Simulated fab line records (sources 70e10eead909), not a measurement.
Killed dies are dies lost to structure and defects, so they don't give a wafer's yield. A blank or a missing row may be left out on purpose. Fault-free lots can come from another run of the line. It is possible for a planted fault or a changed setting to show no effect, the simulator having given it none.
fab line records | flow nandHarc
record lots=6 | wafers=18 | lastDay=33
route steps=1302 shown P_ZERO_WELL@21
lots with no fault: from the same line, run without faults
startH: hours from the record's opening day to when the first of the lot's shown wafers began | waitH: hours since the lot's step before | " as in the row above | L1.1+2: a single row standing in for several wafers | - no value, or no start given | * or withheld: withheld | < > ~ a bound
route shown NAME@n: NAME is a module with steps in the file, n the number in the route of the first one | usual: the fault-free wafers' mean and standard deviation | same: alike in all rows | chamber/n: place in a boat | sites: each site's reading | _std_site: their standard deviation | _edge_site: mean of outer sites minus mean of inner sites | radiusMm: how far each site lies from the wafer's centre | mask NAME#n: copy n | behind: the tool/chamber that last shaped the wafer | hold: why the lot went on hold/how many hours it stayed there/how the hold came to an end | device: names the non-switching transistor (n, p or np) | end of line: tests run on the same wafers once the route is complete | step lacking rows: just its recipe | killed: dies lost to structure and defects at the first sort, not the wafer's yield | map: per-die view of a wafer (x killed, . not killed, _ where there is no die)
set.NAME: the setting as run; set.NAME@STEP: as run at that earlier step | model.NAME: the simulator's own value behind a step, which no gauge read
a table for each step, a row for each wafer; lots at some steps of the route
services: from which hour (startH, from the record's first day; less than 0 if before it) a tool's chamber was out of use, for how many hours, and why
## steps
# step NHARC_P_ZERO_WELL_DEHYDRATE_16
# recipe tempC=150 | timeS=120
# step NHARC_P_ZERO_WELL_HMDS_17
# recipe timeS=30
# step NHARC_P_ZERO_WELL_COAT_18
# recipe spinRpm=withheld
# step NHARC_P_ZERO_WELL_SOFTBAKE_19
# recipe tempC=122 | timeS=95
# step NHARC_P_ZERO_WELL_EBR_20
# step NHARC_P_ZERO_WELL_EXPOSE_21
# recipe na=0.6 | targetCdNm=720 | doseMj=22.31 | maskId=P_NWELL
# step NHARC_P_ZERO_WELL_PEB_22
# recipe pebTempC=118 | pebTimeS=85
# step NHARC_P_ZERO_WELL_DEVELOP_23
# recipe timeS=70
# step NHARC_P_ZERO_WELL_CD_MEAS_24
# recipe targetCdNm=720 | landingEnergyEv=500
# usual cdNm=720.0/1.2
lot.wafer | tool     | chamber | startH | waitH | cdNm
L479.3    | cdSem-03 | 0       | 32.58  | -     | 720.8
L479.5    | "        | 0       | "      | "     | 720.5
L479.6    | "        | 0       | "      | "     | 721.2
L481.2    | cdSem-02 | 0       | 52.37  | -     | 720.3
L481.5    | "        | 0       | "      | "     | 717.9
L481.6    | "        | 0       | "      | "     | 718.3
L483.1    | cdSem-03 | 0       | 72.69  | -     | 719.9
L483.2    | "        | 0       | "      | "     | 720.1
L483.5    | "        | 0       | "      | "     | 718.3
L484.1    | cdSem-01 | 0       | 82.46  | -     | 720.2
L484.2    | "        | 0       | "      | "     | 719.9
L484.3    | "        | 0       | "      | "     | 719.1
L496.1    | cdSem-02 | 0       | 202.66 | -     | 719.9
L496.3    | "        | 0       | "      | "     | 719.4
L496.6    | "        | 0       | "      | "     | 718.8
L499.3    | cdSem-01 | 0       | 232.47 | -     | 718.8
L499.4    | "        | 0       | "      | "     | 720.5
L499.6    | "        | 0       | "      | "     | 720.3
# step NHARC_P_ZERO_WELL_HARDBAKE_25
# recipe tempC=125 | timeS=80
# step NHARC_P_ZERO_WELL_DESCUM_26
# recipe timeS=3 | o2FlowSccm=200 | arFlowSccm=0 | biasPowerW=0 | chemistry=O2
# usual drypumpMotorCurrentA=5.8/0.44 | oesProductAu=0.999/0.0075 | rfVppV=57.5/0.85 | showerheadPlenumPTorr=1.87/0.062 | throttleValvePct=11.311/0.0097
lot.wafer | tool       | chamber | startH | waitH | drypumpMotorCurrentA | oesProductAu | rfHoursCounterH | rfVppV | showerheadPlenumPTorr | throttleValvePct
L479.3    | rieDiel-03 | 1       | 32.76  | -     | 5.4                  | 0.988        | 31              | 57.4   | 1.95                  | 11.317
L479.5    | "          | 3       | "      | "     | 5.5                  | 1.003        | -               | 57.9   | 1.94                  | 11.311
L479.6    | "          | 0       | "      | "     | 5.8                  | 1.007        | -               | 58.1   | 1.89                  | 11.310
L481.2    | rieDiel-03 | 2       | 52.54  | -     | 6.1                  | 0.996        | 32              | 56.7   | 1.86                  | 11.320
L481.5    | "          | 1       | "      | "     | 5.5                  | 0.991        | -               | 57.5   | 1.95                  | 11.295
L481.6    | "          | 2       | "      | "     | 6.1                  | 0.988        | -               | 56.7   | 1.86                  | 11.316
L483.1    | rieDiel-03 | 1       | 72.85  | -     | 5.4                  | 1.000        | 45              | 58.4   | 1.95                  | 11.304
L483.2    | "          | 0       | "      | "     | 5.8                  | 0.996        | 33              | 56.8   | 1.89                  | 11.311
L483.5    | "          | 2       | "      | "     | 6.0                  | 0.999        | -               | 57.1   | 1.85                  | 11.330
L484.1    | rieDiel-06 | 0       | 82.62  | -     | 5.8                  | 0.998        | 35              | 56.5   | 1.88                  | 11.300
L484.2    | "          | 1       | "      | "     | 6.5                  | 1.006        | 38              | 57.1   | 1.88                  | 11.310
L484.3    | "          | 3       | "      | "     | 5.5                  | 0.985        | 33              | 55.3   | 1.82                  | 11.315
L496.1    | rieDiel-06 | 0       | 202.82 | -     | 5.8                  | 1.001        | 17              | 57.0   | 1.87                  | 11.318
L496.3    | "          | 1       | "      | "     | 6.5                  | 0.997        | 21              | 58.0   | 1.87                  | 11.304
L496.6    | "          | 0       | "      | "     | 5.8                  | 0.994        | -               | 57.2   | 1.87                  | 11.312
L499.3    | rieDiel-03 | 2       | 232.64 | -     | 6.1                  | 0.987        | 46              | 57.1   | 1.84                  | 11.325
L499.6    | "          | 1       | "      | "     | 5.4                  | 0.987        | -               | 57.6   | 1.93                  | 11.309
L499.4    | "          | 2       | "      | "     | 6.1                  | 0.991        | -               | 59.1   | 1.84                  | 11.299
# step NHARC_P_ZERO_WELL_IMPLANT_27
# recipe energyKev=600 | doseCm2=1e+13 | tiltDeg=7
# step NHARC_P_ZERO_WELL_IMPLANT_57
# recipe energyKev=250 | doseCm2=4e+12 | tiltDeg=7
# usual beamEnergyKeV=250.00/0.074 | beamOnS=9.97/0.2
lot.wafer | tool         | chamber | startH | waitH | beamEnergyKeV | beamOnS
L479.3    | implanter-02 | 0       | 33.12  | 0.2   | 249.97        | 10.33
L479.5    | "            | 0       | "      | "     | 250.03        | 9.85
L479.6    | "            | 0       | "      | "     | 250.02        | 10.20
L481.2    | implanter-01 | 0       | 52.88  | 0.1   | 250.00        | 9.90
L481.5    | "            | 0       | "      | "     | 249.98        | 10.25
L481.6    | "            | 0       | "      | "     | 250.05        | 9.89
L483.1    | implanter-02 | -       | 73.18  | 0.2   | -             | -
L483.2    | "            | -       | "      | "     | -             | -
L483.5    | "            | -       | "      | "     | -             | -
L484.1    | implanter-02 | -       | 82.94  | 0.1   | -             | -
L484.2    | "            | -       | "      | "     | -             | -
L484.3    | "            | -       | "      | "     | -             | -
L496.1    | implanter-01 | 0       | 203.15 | 0.2   | 249.96        | 10.19
L496.3    | "            | 0       | "      | "     | 250.07        | 10.08
L496.6    | "            | 0       | "      | "     | 250.08        | 9.86
L499.3    | implanter-01 | 0       | 233.04 | 0.2   | 250.07        | 10.24
L499.4    | "            | 0       | "      | "     | 249.97        | 9.95
L499.6    | "            | 0       | "      | "     | 249.82        | 10.10
# step NHARC_P_ZERO_WELL_IMPLANT_58
# recipe energyKev=100 | doseCm2=2e+12 | tiltDeg=7
## services
tool         | chamber | startH | hours | kind
rieDiel-03   | 0       | 9.89   | -     | clean
rieDiel-03   | 1       | 9.89   | -     | clean
rieDiel-03   | 2       | 9.89   | -     | clean
rieDiel-03   | 3       | 9.89   | -     | clean
rieDiel-03   | 0       | 35.29  | -     | clean
rieDiel-03   | 1       | 35.29  | -     | clean
rieDiel-03   | 2       | 35.29  | -     | clean
rieDiel-03   | 3       | 35.29  | -     | clean
rieDiel-06   | 2       | 43.20  | 5.9   | repair
rieDiel-03   | 0       | 59.79  | -     | clean
rieDiel-03   | 1       | 59.79  | -     | clean
rieDiel-03   | 2       | 59.79  | -     | clean
rieDiel-03   | 3       | 59.79  | -     | clean
rieDiel-03   | 0       | 85.08  | -     | clean
rieDiel-03   | 1       | 85.08  | -     | clean
rieDiel-03   | 2       | 85.08  | -     | clean
rieDiel-03   | 3       | 85.08  | -     | clean
rieDiel-03   | -       | 104.39 | 9.0   | pm
rieDiel-06   | -       | 130.20 | 9.0   | pm
implanter-02 | -       | 146.43 | 13.0  | pm
rieDiel-06   | 2       | 166.95 | 4.0   | repair
rieDiel-06   | 0       | 172.12 | 6.9   | repair
rieDiel-03   | 0       | 183.20 | 36.3  | repair
rieDiel-03   | 0       | 228.23 | 12.8  | repair
## key
firstSign step=NHARC_P_ZERO_WELL_IMPLANT_57 | reading=toolRecord | direction=missing
effect none on later readings
metAt NHARC_P_ZERO_WELL_IMPLANT_57
struckWafers L483.1,L483.2,L483.5,L484.1,L484.2,L484.3
laterRowsLeftOut L483.1,L483.2,L483.5,L484.1,L484.2,L484.3
sortLeftOut L483.1,L483.2,L483.5,L484.1,L484.2,L484.3
testerLeftOut L483,L484
onsetBetween 33.12 73.18
fault kind=skippedStepWhole | tool=implanter-02 | chamber=- | onsetH=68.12 | steps=NHARC_P_ZERO_WELL_IMPLANT_57 | scope=struckLotsOnly
# testerLeftOut: of these lots the tester's yield and bins aren't shown, on N5 and GAA mostly nor the transistor test; their killed dies are dies lost to structure and defects alone, not to doping, threshold or leakage, so they don't give the yield
# sortLeftOut: the simulated sort isn't trusted on such a fault, so these wafers' sort isn't shown, and their yield isn't known
# laterRowsLeftOut: the simulator's readings of these wafers behind a module that went badly wrong aren't trusted and aren't shown, but for the sort
